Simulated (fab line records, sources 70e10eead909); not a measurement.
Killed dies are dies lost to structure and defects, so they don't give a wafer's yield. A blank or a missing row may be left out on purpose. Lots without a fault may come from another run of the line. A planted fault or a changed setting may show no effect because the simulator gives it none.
A struck lot beside a sound one | flow nand_harc | 11 steps out of a route of 1302
Sound: wafers L465.1, L465.5, L465.6. Struck: wafers L453.2, L453.6. (L453.5 of the same lot was not struck and is left out.) The cause comes at the end.
At each step with rows: each side's tool, then ch and its chambers, then its first start. Under that, the readings that differ: sound wafers | struck wafers | difference of the means | sigmas: that difference in standard deviations of wafers without a fault.
alike: readings whose means differ by less than 2 such deviations, and words and numbers that are the same on both sides. not compared: withheld readings, readings that some wafer has no value for, bounds like >300 that may hide the same value, and numbers for which the record gives no deviation and whose values overlap.
The two part at a step that has a row with sigmas, a row that says differs or no value, or rows on one side only. Numbers that don't overlap but have no deviation are shown without sigmas and don't part them. A reading that every wafer of one side lacks parts them only if that side has two wafers or more.

first, 1 step without rows for these wafers: NHARC_A_WL_FILL_CVD_23 (deposits poly-Si, target thk 40 nm, time 800 s).
NHARC_A_WL_FILL_ETCHBACK_26: etches the open film in HBr, target depth 52 nm, time 13.3 s.
  sound on rie_si-03 ch 0,1, day 29 15:19; struck on rie_si-03 ch 2, day 24 06:53
  alike: drypump_motor_current_A, oes_product_au, throttle_valve_pct
  not compared: rf_hours_counter_h
then, 2 steps without rows for these wafers: NHARC_A_WL_FILL_PRECLEAN_30 (cleans in dHF, time 10 s); NHARC_A_WL_FILL_SRD_14.
NHARC_A_WL_FILL_ALD_19: deposits TiN, target thk 2 nm, pulse time 3 s, ald cycles 100.
  sound on ald_metal-04 ch 2,3, day 29 15:34; struck on ald_metal-04 ch 1, day 24 07:08
  alike: heater_power_w, precursor_pulse_height_rel
NHARC_A_WL_FILL_CVD_20: deposits W, target thk 100 nm, time 74 s.
  sound on cvd_w-01 ch 0,1; struck on cvd_w-02 ch 0
  reading                | sound          | struck    | difference | sigmas
  heater_power_w (W)     | 764 824 780    | 927 915   | +132       | +3
  throttle_valve_pct (%) | 7.87 7.98 8.31 | 7.45 7.67 | -0.49      | -2
  alike: chamber_pressure_Torr
NHARC_A_WL_FILL_CMP_12: polishes, t overpolish 30 s, target thk 100 nm.
  sound on cmp-02 ch 1,2,3, day 29 16:02; struck on cmp-01 ch 1,2, day 24 07:36
  alike: motor_current_A, overpolish_run_s, time_to_endpoint_s
then, 1 step without rows for these wafers: NHARC_A_WL_FILL_SRD_31.
NHARC_A_WL_FILL_INSPECT_15:
  sound on defect_inspect-01, day 29 16:25; struck on defect_inspect-01, day 24 08:02
  alike: raw_defect_count
NHARC_A_CONTACT_DEP_24: deposits SiO2, target thk 500 nm.
  sound on pecvd-03 ch 0,2, day 29 16:29; struck on pecvd-04 ch 0, day 24 08:10
  reading                   | sound             | struck      | difference | sigmas
  mfc_precursor_sccm (sccm) | 162.2 161.3 161.4 | 178.5 178.2 | +16.7      | +33
  alike: chamber_pressure_Torr, heater_power_w, throttle_valve_pct
then, 1 step without rows for these wafers: NHARC_END_SORT_01.

WHERE THEY PART
First at NHARC_A_WL_FILL_CVD_20; last, within this record, at NHARC_A_CONTACT_DEP_24.

WHY: what the simulator had put in
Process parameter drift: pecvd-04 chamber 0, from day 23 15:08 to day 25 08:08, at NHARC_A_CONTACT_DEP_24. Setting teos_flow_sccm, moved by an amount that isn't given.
